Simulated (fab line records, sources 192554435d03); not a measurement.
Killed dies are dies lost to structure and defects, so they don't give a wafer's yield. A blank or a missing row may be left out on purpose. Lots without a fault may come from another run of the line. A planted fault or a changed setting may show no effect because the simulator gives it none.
Chamber matching | flow n5_finfet | N5_FIN_SAQP_ETCH_69 on rie_diel-01: 4 sister chambers
The step etches SOC in N2/H2, stops on SiNx, target depth 150 nm. 8 wafers are shown with their chamber, then 9 later ones without.

WAFERS WITH THEIR CHAMBER
wafer  | chamber | showerhead_plenum_p_Torr (Torr) | throttle_valve_pct (%)
L083.4 | 0       | 2.58                            | 17.51
L083.6 | 3       | 2.63                            | 17.95
L086.1 | 0       | 2.57                            | 17.53
L086.4 | 3       | 2.63                            | 17.95
L088.3 | 2       | 2.61                            | 17.53
L089.4 | 1       | 2.56                            | 17.68
L089.5 | 2       | 2.61                            | 17.55
L089.6 | 1       | 2.56                            | 17.65

WAFERS WITHOUT THEIR CHAMBER
wafer  | showerhead_plenum_p_Torr (Torr) | throttle_valve_pct (%)
L092.1 | 2.56                            | 17.68
L092.4 | 2.57                            | 17.55
L092.5 | 2.57                            | 17.53
L094.2 | 2.56                            | 17.71
L094.3 | 2.61                            | 17.57
L094.6 | 2.56                            | 17.70
L096.3 | 2.55                            | 17.68
L096.4 | 2.60                            | 17.59
L096.6 | 2.55                            | 17.71

WHICH CHAMBER EACH WENT THROUGH
wafer  | from the rows above | in truth
L092.1 | 1                   | 1
L092.4 | 0                   | 0
L092.5 | 0                   | 0
L094.2 | 1                   | 1
L094.3 | 2                   | 2
L094.6 | 1                   | 1
L096.3 | 1                   | 1
L096.4 | 2                   | 2
L096.6 | 1                   | 1
Placed correctly: 9 of 9. Can't be placed from these rows: 0. Placed wrongly: 0.
How it was worked out, from the rows above alone: a wafer's distance from a chamber is the root of the sum, over the readings, of the square of ((its reading less the chamber's mean) divided by the reading's scatter). The wafer belongs to the nearest chamber; if the next one is less than 2 further off, it can't be placed. A chamber's mean is the mean of its shown wafers. The scatter: the root of (the sum of the squares of (reading less its chamber's mean) over the shown wafers, divided by (wafers less chambers)).
